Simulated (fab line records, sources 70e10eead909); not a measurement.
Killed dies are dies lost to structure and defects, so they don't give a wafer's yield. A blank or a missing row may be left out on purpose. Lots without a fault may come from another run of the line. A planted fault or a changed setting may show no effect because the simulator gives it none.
One fault seen from 3 desks | flow nand_harc | each desk has only its own numbers; what lay behind them comes last

THE DEFECT DESK
What the inspections along the route counted, lot by lot: means of the sampled wafers that have a number. A lot is out of limits, marked OUT, if its mean lies more than 4 standard deviations from the usual mean; the brackets give that distance.
Columns: A = raw_defect_count at NHARC_P_M1_INSPECT_11, usual 4.4; B = raw_defect_count at NHARC_P_M1_INSPECT_27, usual 272; C = raw_defect_count at NHARC_P_M2_INSPECT_11, usual 5
lot  | first seen here | A    | B   | C
L521 | day 6 01:55     | 2.7  | 203 | 6
L525 | day 6 23:30     | 3.3  | 191 | 2
L533 | day 9 07:05     | 5.7  | 234 | 6
L537 | day 10 04:28    | 11.3 | 175 | 10
L538 | day 10 05:50    | 3.7  | 205 | 3
L543 | day 11 10:26    | 1.0  | 294 | 3
This desk's finding: nothing out of limits on any of the 6 lots.

THE TOOL OWNER'S DESK: pvd_sputter-01
The tool's own readings at NHARC_P_M1_PVD_21 (deposits Cu, target thk 30 nm, time 20.49 s): means of the sampled wafers that have a number, for each lot that ran on this tool. A lot is out of limits, marked OUT, if its mean lies more than 4 standard deviations from the usual mean; the brackets give that distance.
Columns: A = throttle_valve_pct at NHARC_P_M1_PVD_21, usual 30.0 %
lot  | first seen here | A
L525 | day 7 00:58     | 30.5
L537 | day 10 05:48    | 30.1
L538 | day 10 07:08    | 29.3
This desk's finding: nothing out of limits on any of the 3 lots.

THE METROLOGY DESK
What the gauges read, lot by lot, whatever tool the lot ran on: means of the sampled wafers that have a number. A lot is out of limits, marked OUT, if its mean lies more than 4 standard deviations from the usual mean; the brackets give that distance.
Columns: A = overlay_x_nm at NHARC_P_M1_OVL_MEAS_10, usual 0.0 nm; B = overlay_y_nm at NHARC_P_M1_OVL_MEAS_10, usual 0.0 nm; C = cd_nm at NHARC_P_M1_CD_MEAS_16, usual 130.2 nm; D = cd_nm at NHARC_P_M2_CD_MEAS_09, usual 170.4 nm; E = overlay_x_nm at NHARC_P_M2_OVL_MEAS_10, usual 0.2 nm; F = overlay_y_nm at NHARC_P_M2_OVL_MEAS_10, usual 0.1 nm; G = cd_nm at NHARC_P_M2_CD_MEAS_16, usual 170.5 nm
lot  | first seen here | A    | B    | C     | D     | E    | F    | G
L521 | day 6 01:53     | -0.7 | 0.8  | 131.4 | 169.7 | 1.6  | -0.5 | 170.3
L525 | day 6 23:28     | -0.3 | 0.4  | 130.1 | 168.5 | 0.1  | -1.5 | 169.4
L533 | day 9 07:02     | -0.4 | -0.2 | 131.2 | 170.7 | -0.4 | 1.3  | 170.0
L537 | day 10 04:26    | 0.3  | -0.1 | 131.0 | 169.7 | -0.6 | -0.3 | 169.6
L538 | day 10 05:47    | -0.2 | -1.7 | 129.9 | 172.2 | -0.2 | -0.6 | 172.6
L543 | day 11 10:24    | 0.5  | -1.2 | 129.6 | 171.1 | 0.5  | -0.7 | 171.1
This desk's finding: nothing out of limits on any of the 6 lots.

PUT TOGETHER
The defect desk saw nothing out of limits.
The tool owner's desk saw nothing out of limits.
The metrology desk saw nothing out of limits.

WHAT THE SIMULATOR HAD PUT IN
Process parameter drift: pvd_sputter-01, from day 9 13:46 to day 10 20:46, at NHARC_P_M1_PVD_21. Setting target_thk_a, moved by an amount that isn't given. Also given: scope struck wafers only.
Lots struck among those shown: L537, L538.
